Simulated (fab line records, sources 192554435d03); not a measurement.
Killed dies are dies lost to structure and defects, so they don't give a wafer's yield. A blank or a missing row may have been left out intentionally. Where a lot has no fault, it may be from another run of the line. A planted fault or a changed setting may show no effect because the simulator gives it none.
Which tool is to blame? :: flow n5 finfet :: 24 lots with 72 wafers sampled at 4 steps, on a route of 1938 steps

WHAT THE GAUGES SHOWED, per wafer
N5_BEOL_M1_INSPECT_13: inspects for defects (brightfield). Usual: 424 for raw defect count, sd 84.
lot: L074
measured: day 6 01:46
on: defect inspect-01
raw defect count: 347 401 500
flag: 

lot: L075
measured: day 6 06:55
on: defect inspect-01
raw defect count: 362 596 572
flag: 

lot: L076
measured: day 6 20:08
on: defect inspect-01
raw defect count: 588 467 458
flag: 

lot: L077
measured: day 7 00:23
on: defect inspect-02
raw defect count: 436 446 337
flag: 

lot: L078
measured: day 7 09:34
on: defect inspect-02
raw defect count: 304 269 294
flag: 

lot: L079
measured: day 7 13:02
on: defect inspect-01
raw defect count: 408 487 427
flag: 

lot: L080
measured: day 7 17:49
on: defect inspect-02
raw defect count: 418 432 418
flag: 

lot: L081
measured: day 7 22:13
on: defect inspect-02
raw defect count: 472 512 566
flag: 

lot: L082
measured: day 8 02:54
on: defect inspect-02
raw defect count: 416 470 436
flag: 

lot: L083
measured: day 8 11:23
on: defect inspect-02
raw defect count: 503 372 469
flag: 

lot: L084
measured: day 8 14:50
on: defect inspect-02
raw defect count: 551 450 352
flag: 

lot: L086
measured: day 9 04:18
on: defect inspect-01
raw defect count: 409 409 479
flag: 

lot: L085
measured: day 9 04:55
on: defect inspect-02
raw defect count: 319 284 296
flag: 

lot: L087
measured: day 9 09:55
on: defect inspect-02
raw defect count: 308 335 295
flag: 

lot: L088
measured: day 9 17:17
on: defect inspect-02
raw defect count: 510 437 485
flag: 

lot: L089
measured: day 9 21:50
on: defect inspect-02
raw defect count: 474 480 429
flag: 

lot: L090
measured: day 10 07:57
on: defect inspect-01
raw defect count: 351 430 409
flag: 

lot: L091
measured: day 10 09:34
on: defect inspect-01
raw defect count: 394 407 453
flag: 

lot: L092
measured: day 10 17:13
on: defect inspect-01
raw defect count: 519 423 299
flag: 

lot: L093
measured: day 10 21:40
on: defect inspect-01
raw defect count: 411 404 418
flag: 

lot: L094
measured: day 11 02:53
on: defect inspect-01
raw defect count: 361 476 376
flag: 

lot: L095
measured: day 11 07:07
on: defect inspect-01
raw defect count: 483 364 412
flag: 

lot: L096
measured: day 11 13:56
on: defect inspect-02
raw defect count: 456 367 593
flag: 

lot: L097
measured: day 11 17:09
on: defect inspect-01
raw defect count: 517 525 484
flag: 

N5_BEOL_M1_CD_MEAS_18: pitch 36 nm, target cd 18 nm. Usual: 18.0 nm for cd nm, sd 0.36.
lot: L074
measured: day 6 03:28
on: cd sem-03
cd nm (nm): 18.4 18.7 17.6
flag: 

lot: L075
measured: day 6 07:40
on: cd sem-03
cd nm (nm): 17.9 17.5 17.9
flag: 

lot: L076
measured: day 6 20:36
on: cd sem-02
cd nm (nm): 17.7 18.2 18.3
flag: 

lot: L077
measured: day 7 00:56
on: cd sem-02
cd nm (nm): 17.8 18.0 18.6
flag: 

lot: L078
measured: day 7 10:10
on: cd sem-03
cd nm (nm): 18.3 17.6 18.3
flag: 

lot: L079
measured: day 7 13:32
on: cd sem-02
cd nm (nm): 18.5 18.4 18.1
flag: 

lot: L080
measured: day 7 18:17
on: cd sem-01
cd nm (nm): 18.2 17.8 18.2
flag: 

lot: L081
measured: day 7 22:41
on: cd sem-02
cd nm (nm): 18.3 17.9 18.3
flag: 

lot: L082
measured: day 8 03:22
on: cd sem-01
cd nm (nm): 17.7 17.6 18.1
flag: 

lot: L083
measured: day 8 11:51
on: cd sem-02
cd nm (nm): 17.8 18.5 18.2
flag: 

lot: L084
measured: day 8 15:23
on: cd sem-02
cd nm (nm): 18.4 17.6 18.3
flag: 

lot: L086
measured: day 9 04:46
on: cd sem-01
cd nm (nm): 18.3 17.8 18.0
flag: 

lot: L085
measured: day 9 05:23
on: cd sem-03
cd nm (nm): 18.6 17.8 18.2
flag: 

lot: L087
measured: day 9 10:30
on: cd sem-02
cd nm (nm): 17.7 18.0 18.3
flag: 

lot: L088
measured: day 9 17:44
on: cd sem-01
cd nm (nm): 18.2 17.7 17.3
flag: 

lot: L089
measured: day 9 22:23
on: cd sem-02
cd nm (nm): 17.8 17.6 17.4
flag: 

lot: L090
measured: day 10 08:26
on: cd sem-03
cd nm (nm): 18.6 18.2 18.9
flag: 

lot: L091
measured: day 10 10:07
on: cd sem-02
cd nm (nm): 17.9 17.8 17.8
flag: 

lot: L092
measured: day 10 18:01
on: cd sem-01
cd nm (nm): 18.4 18.2 18.4
flag: 

lot: L093
measured: day 10 22:07
on: cd sem-02
cd nm (nm): 18.0 17.9 18.0
flag: 

lot: L094
measured: day 11 03:21
on: cd sem-03
cd nm (nm): 18.5 17.8 18.6
flag: 

lot: L095
measured: day 11 07:34
on: cd sem-01
cd nm (nm): 18.2 18.5 18.0
flag: 

lot: L096
measured: day 11 14:29
on: cd sem-03
cd nm (nm): 17.7 18.4 18.0
flag: 

lot: L097
measured: day 11 17:50
on: cd sem-03
cd nm (nm): 17.5 17.5 17.6
flag: 

EACH LOT AND THE TOOL THAT RAN IT (in order: tool; ch and the chambers of the sampled wafers; start)
lot: L074
N5_BEOL_M1_ETCH_63: rie diel-01 ch 0,1, day 6 02:53
N5_BEOL_M1_HM_OPEN_17: rie metal-02 ch 0,1, day 6 03:07

lot: L075
N5_BEOL_M1_ETCH_63: rie diel-03 ch 0,3, day 6 07:13
N5_BEOL_M1_HM_OPEN_17: rie metal-01 ch 0,1, day 6 07:26

lot: L076
N5_BEOL_M1_ETCH_63: rie diel-04 ch 0,2, day 6 20:13
N5_BEOL_M1_HM_OPEN_17: rie metal-02 ch 0,1, day 6 20:27

lot: L077
N5_BEOL_M1_ETCH_63: rie diel-04 ch 0,1,2, day 7 00:29
N5_BEOL_M1_HM_OPEN_17: rie metal-01 ch 0,1, day 7 00:40

lot: L078
N5_BEOL_M1_ETCH_63: rie diel-04 ch 1,2, day 7 09:41
N5_BEOL_M1_HM_OPEN_17: rie metal-01 ch 1, day 7 09:53

lot: L079
N5_BEOL_M1_ETCH_63: rie diel-04 ch 0,2,3, day 7 13:08
N5_BEOL_M1_HM_OPEN_17: rie metal-01 ch 0,1, day 7 13:19

lot: L080
N5_BEOL_M1_ETCH_63: rie diel-04 ch 0,3, day 7 17:55
N5_BEOL_M1_HM_OPEN_17: rie metal-01 ch 0,1, day 7 18:06

lot: L081
N5_BEOL_M1_ETCH_63: rie diel-04 ch 0,2,3, day 7 22:18
N5_BEOL_M1_HM_OPEN_17: rie metal-01 ch 0,1, day 7 22:29

lot: L082
N5_BEOL_M1_ETCH_63: rie diel-03 ch 0,2,3, day 8 02:59
N5_BEOL_M1_HM_OPEN_17: rie metal-01 ch 0,1, day 8 03:11

lot: L083
N5_BEOL_M1_ETCH_63: rie diel-03 ch 0,2,3, day 8 11:28
N5_BEOL_M1_HM_OPEN_17: rie metal-03 ch 0,1, day 8 11:42

lot: L084
N5_BEOL_M1_ETCH_63: rie diel-03 ch 0,1,3, day 8 14:55
N5_BEOL_M1_HM_OPEN_17: rie metal-03 ch 0, day 8 15:10

lot: L086
N5_BEOL_M1_ETCH_63: rie diel-01 ch 1,2, day 9 04:23
N5_BEOL_M1_HM_OPEN_17: rie metal-03 ch 0,1, day 9 04:35

lot: L085
N5_BEOL_M1_ETCH_63: rie diel-04 ch 1,2,3, day 9 05:00
N5_BEOL_M1_HM_OPEN_17: rie metal-01 ch 0, day 9 05:11

lot: L087
N5_BEOL_M1_ETCH_63: rie diel-04 ch 1,2,3, day 9 10:00
N5_BEOL_M1_HM_OPEN_17: rie metal-02 ch 0,1, day 9 10:14

lot: L088
N5_BEOL_M1_ETCH_63: rie diel-03 ch 2,3, day 9 17:22
N5_BEOL_M1_HM_OPEN_17: rie metal-01 ch 0,1, day 9 17:34

lot: L089
N5_BEOL_M1_ETCH_63: rie diel-03 ch 0,2,3, day 9 21:55
N5_BEOL_M1_HM_OPEN_17: rie metal-03 ch 0,1, day 9 22:10

lot: L090
N5_BEOL_M1_ETCH_63: rie diel-01 ch 0,1,2, day 10 08:02
N5_BEOL_M1_HM_OPEN_17: rie metal-01 ch 0,1, day 10 08:14

lot: L091
N5_BEOL_M1_ETCH_63: rie diel-03 ch 0,3, day 10 09:44
N5_BEOL_M1_HM_OPEN_17: rie metal-02 ch 0,1, day 10 09:56

lot: L092
N5_BEOL_M1_ETCH_63: rie diel-03 ch 0,1,3, day 10 17:38
N5_BEOL_M1_HM_OPEN_17: rie metal-02 ch 0,1, day 10 17:50

lot: L093
N5_BEOL_M1_ETCH_63: rie diel-03 ch 0,1, day 10 21:44
N5_BEOL_M1_HM_OPEN_17: rie metal-01 ch 0,1, day 10 21:56

lot: L094
N5_BEOL_M1_ETCH_63: rie diel-01 ch 1,2,3, day 11 02:58
N5_BEOL_M1_HM_OPEN_17: rie metal-02 ch 0,1, day 11 03:10

lot: L095
N5_BEOL_M1_ETCH_63: rie diel-01 ch 0,2, day 11 07:11
N5_BEOL_M1_HM_OPEN_17: rie metal-01 ch 1, day 11 07:23

lot: L096
N5_BEOL_M1_ETCH_63: rie diel-01 ch 0,1, day 11 14:06
N5_BEOL_M1_HM_OPEN_17: rie metal-03 ch 0,1, day 11 14:18

lot: L097
N5_BEOL_M1_ETCH_63: rie diel-04 ch 0,1,2, day 11 17:24
N5_BEOL_M1_HM_OPEN_17: rie metal-03 ch 1, day 11 17:36
- N5_BEOL_M1_ETCH_63: etches SiARC in CF4, target depth 15.6 nm, time 26 s.
- N5_BEOL_M1_HM_OPEN_17: chemistry Cl2/BCl3, target TiN, target depth 20 nm, overetch 6 nm.

WHAT THE TOOLS THEMSELVES READ (means of the sampled wafers that have a number; where no wafer has one, the mark that the record gives instead)
N5_BEOL_M1_ETCH_63. Usual: drypump motor current A 5.6 A, standard deviation 0.43; etch rf on time s 26.0 s, standard deviation 0.5; oes product au 0.64 a.u., standard deviation 0.064; rf vpp V 184.0 V, standard deviation 1.1; showerhead plenum p Torr 2.14 Torr, standard deviation 0.066; throttle valve pct 15.72 %, standard deviation 0.26.
lot: L074
tool: rie diel-01
drypump motor current A (A): 5.8
etch rf on time s (s): 25.6
oes product au (a.u.): 0.73
rf vpp V (V): 184.6
showerhead plenum p Torr (Torr): 2.19
throttle valve pct (%): 15.47
flag: 

lot: L075
tool: rie diel-03
drypump motor current A (A): 5.5
etch rf on time s (s): 26.3
oes product au (a.u.): 0.63
rf vpp V (V): 185.3
showerhead plenum p Torr (Torr): 2.23
throttle valve pct (%): 15.83
flag: 

lot: L076
tool: rie diel-04
drypump motor current A (A): 5.0
etch rf on time s (s): 25.6
oes product au (a.u.): 0.61
rf vpp V (V): 184.3
showerhead plenum p Torr (Torr): 2.10
throttle valve pct (%): 15.56
flag: 

lot: L077
tool: rie diel-04
drypump motor current A (A): 5.5
etch rf on time s (s): 25.9
oes product au (a.u.): 0.60
rf vpp V (V): 184.3
showerhead plenum p Torr (Torr): 2.13
throttle valve pct (%): 15.64
flag: 

lot: L078
tool: rie diel-04
drypump motor current A (A): 5.8
etch rf on time s (s): 26.2
oes product au (a.u.): 0.61
rf vpp V (V): 184.9
showerhead plenum p Torr (Torr): 2.18
throttle valve pct (%): 15.50
flag: 

lot: L079
tool: rie diel-04
drypump motor current A (A): 5.5
etch rf on time s (s): 26.2
oes product au (a.u.): 0.61
rf vpp V (V): 184.3
showerhead plenum p Torr (Torr): 2.13
throttle valve pct (%): 15.71
flag: 

lot: L080
tool: rie diel-04
drypump motor current A (A): 5.1
etch rf on time s (s): 25.7
oes product au (a.u.): 0.61
rf vpp V (V): 182.3
showerhead plenum p Torr (Torr): 2.07
throttle valve pct (%): 15.86
flag: 

lot: L081
tool: rie diel-04
drypump motor current A (A): 5.5
etch rf on time s (s): 25.9
oes product au (a.u.): 0.62
rf vpp V (V): 182.9
showerhead plenum p Torr (Torr): 2.13
throttle valve pct (%): 15.72
flag: 

lot: L082
tool: rie diel-03
drypump motor current A (A): 5.4
etch rf on time s (s): 26.4
oes product au (a.u.): 0.63
rf vpp V (V): 184.5
showerhead plenum p Torr (Torr): 2.17
throttle valve pct (%): 15.88
flag: 

lot: L083
tool: rie diel-03
drypump motor current A (A): 5.4
etch rf on time s (s): 26.2
oes product au (a.u.): 0.63
rf vpp V (V): 184.7
showerhead plenum p Torr (Torr): 2.17
throttle valve pct (%): 15.88
flag: 

lot: L084
tool: rie diel-03
drypump motor current A (A): 5.5
etch rf on time s (s): 26.3
oes product au (a.u.): 0.62
rf vpp V (V): 184.5
showerhead plenum p Torr (Torr): 2.20
throttle valve pct (%): 15.84
flag: 

lot: L086
tool: rie diel-01
drypump motor current A (A): 6.2
etch rf on time s (s): 25.7
oes product au (a.u.): 0.67
rf vpp V (V): 183.9
showerhead plenum p Torr (Torr): 2.15
throttle valve pct (%): 15.56
flag: 

lot: L085
tool: rie diel-04
drypump motor current A (A): 5.9
etch rf on time s (s): 25.8
oes product au (a.u.): 0.68
rf vpp V (V): 183.3
showerhead plenum p Torr (Torr): 2.15
throttle valve pct (%): 15.62
flag: 

lot: L087
tool: rie diel-04
drypump motor current A (A): 5.9
etch rf on time s (s): 25.9
oes product au (a.u.): 0.69
rf vpp V (V): 184.4
showerhead plenum p Torr (Torr): 2.15
throttle valve pct (%): 15.62
flag: 

lot: L088
tool: rie diel-03
drypump motor current A (A): 5.4
etch rf on time s (s): 26.2
oes product au (a.u.): 0.63
rf vpp V (V): 183.8
showerhead plenum p Torr (Torr): 2.11
throttle valve pct (%): 15.93
flag: 

lot: L089
tool: rie diel-03
drypump motor current A (A): 5.5
etch rf on time s (s): 26.4
oes product au (a.u.): 0.62
rf vpp V (V): 184.5
showerhead plenum p Torr (Torr): 2.17
throttle valve pct (%): 15.91
flag: 

lot: L090
tool: rie diel-01
drypump motor current A (A): 5.9
etch rf on time s (s): 25.7
oes product au (a.u.): 0.73
rf vpp V (V): 185.2
showerhead plenum p Torr (Torr): 2.17
throttle valve pct (%): 15.52
flag: 

lot: L091
tool: rie diel-03
drypump motor current A (A): 5.4
etch rf on time s (s): 26.4
oes product au (a.u.): 0.62
rf vpp V (V): 184.2
showerhead plenum p Torr (Torr): 2.22
throttle valve pct (%): 15.90
flag: 

lot: L092
tool: rie diel-03
drypump motor current A (A): 5.5
etch rf on time s (s): 26.3
oes product au (a.u.): 0.62
rf vpp V (V): 184.3
showerhead plenum p Torr (Torr): 2.19
throttle valve pct (%): 15.88
flag: 

lot: L093
tool: rie diel-03
drypump motor current A (A): 5.7
etch rf on time s (s): 26.2
oes product au (a.u.): 0.61
rf vpp V (V): 184.1
showerhead plenum p Torr (Torr): 2.17
throttle valve pct (%): 15.84
flag: 

lot: L094
tool: rie diel-01
drypump motor current A (A): 6.0
etch rf on time s (s): 26.2
oes product au (a.u.): 0.65
rf vpp V (V): 184.2
showerhead plenum p Torr (Torr): 2.11
throttle valve pct (%): 15.56
flag: 

lot: L095
tool: rie diel-01
drypump motor current A (A): 5.6
etch rf on time s (s): 25.2
oes product au (a.u.): 0.75
rf vpp V (V): 184.3
showerhead plenum p Torr (Torr): 2.16
throttle valve pct (%): 15.66
flag: 

lot: L096
tool: rie diel-01
drypump motor current A (A): 5.8
etch rf on time s (s): 25.5
oes product au (a.u.): 0.76
rf vpp V (V): 184.7
showerhead plenum p Torr (Torr): 2.17
throttle valve pct (%): 15.37
flag: 

lot: L097
tool: rie diel-04
drypump motor current A (A): 5.5
etch rf on time s (s): 25.7
oes product au (a.u.): 0.66
rf vpp V (V): 183.8
showerhead plenum p Torr (Torr): 2.12
throttle valve pct (%): 15.54
flag: 

N5_BEOL_M1_HM_OPEN_17. Usual: drypump motor current A 5.9 A, standard deviation 0.38; oes product au 0.692 a.u., standard deviation 0.029; throttle valve pct 22.11 %, standard deviation 0.15.
lot: L074
tool: rie metal-02
drypump motor current A (A): 5.6
oes product au (a.u.): 0.707
throttle valve pct (%): 22.04
flag: 

lot: L075
tool: rie metal-01
drypump motor current A (A): 5.8
oes product au (a.u.): 0.697
throttle valve pct (%): 22.08
flag: 

lot: L076
tool: rie metal-02
drypump motor current A (A): 5.6
oes product au (a.u.): 0.703
throttle valve pct (%): 22.04
flag: 

lot: L077
tool: rie metal-01
drypump motor current A (A): 5.8
oes product au (a.u.): 0.681
throttle valve pct (%): 22.10
flag: 

lot: L078
tool: rie metal-01
drypump motor current A (A): 5.8
oes product au (a.u.): 0.693
throttle valve pct (%): 22.11
flag: 

lot: L079
tool: rie metal-01
drypump motor current A (A): 5.8
oes product au (a.u.): 0.687
throttle valve pct (%): 22.09
flag: 

lot: L080
tool: rie metal-01
drypump motor current A (A): 5.8
oes product au (a.u.): 0.684
throttle valve pct (%): 22.08
flag: 

lot: L081
tool: rie metal-01
drypump motor current A (A): 5.8
oes product au (a.u.): 0.684
throttle valve pct (%): 22.08
flag: 

lot: L082
tool: rie metal-01
drypump motor current A (A): 5.8
oes product au (a.u.): 0.686
throttle valve pct (%): 22.10
flag: 

lot: L083
tool: rie metal-03
drypump motor current A (A): 6.4
oes product au (a.u.): 0.733
throttle valve pct (%): 22.21
flag: 

lot: L084
tool: rie metal-03
drypump motor current A (A): 6.5
oes product au (a.u.): 0.716
throttle valve pct (%): 22.04
flag: 

lot: L086
tool: rie metal-03
drypump motor current A (A): 6.3
oes product au (a.u.): 0.750
throttle valve pct (%): 22.36
flag: 

lot: L085
tool: rie metal-01
drypump motor current A (A): 5.8
oes product au (a.u.): 0.680
throttle valve pct (%): 22.07
flag: 

lot: L087
tool: rie metal-02
drypump motor current A (A): 5.6
oes product au (a.u.): 0.688
throttle valve pct (%): 22.05
flag: 

lot: L088
tool: rie metal-01
drypump motor current A (A): 5.8
oes product au (a.u.): 0.680
throttle valve pct (%): 22.08
flag: 

lot: L089
tool: rie metal-03
drypump motor current A (A): 6.2
oes product au (a.u.): 0.734
throttle valve pct (%): 22.36
flag: 

lot: L090
tool: rie metal-01
drypump motor current A (A): 5.8
oes product au (a.u.): 0.671
throttle valve pct (%): 22.09
flag: 

lot: L091
tool: rie metal-02
drypump motor current A (A): 6.0
oes product au (a.u.): 0.669
throttle valve pct (%): 21.97
flag: 

lot: L092
tool: rie metal-02
drypump motor current A (A): 5.6
oes product au (a.u.): 0.686
throttle valve pct (%): 22.06
flag: 

lot: L093
tool: rie metal-01
drypump motor current A (A): 5.8
oes product au (a.u.): 0.660
throttle valve pct (%): 22.13
flag: 

lot: L094
tool: rie metal-02
drypump motor current A (A): 6.0
oes product au (a.u.): 0.659
throttle valve pct (%): 22.00
flag: 

lot: L095
tool: rie metal-01
drypump motor current A (A): 5.8
oes product au (a.u.): 0.662
throttle valve pct (%): 22.15
flag: 

lot: L096
tool: rie metal-03
drypump motor current A (A): 6.2
oes product au (a.u.): 0.728
throttle valve pct (%): 22.36
flag: 

lot: L097
tool: rie metal-03
drypump motor current A (A): 6.1
oes product au (a.u.): 0.741
throttle valve pct (%): 22.52
flag: 

THE ANSWER, worked out from the rows above alone
Rule: a lot counts as off when the mean over its wafers that have a number is more than 3 standard deviations away from the usual mean. Also off: a lot with no number at a reading for which 4 or more lots have one. All remaining lots with rows at the step are treated as sound. After the gauges, taken in route order, come the tools' own readings; for these a lot's mean is taken, as printed above. At the first step where some lot is off, the reading lying furthest off is the one used; lots without a number count as furthest.
None of the lots is off at any reading shown; this tells nothing.

WHAT THE SIMULATOR PUT IN
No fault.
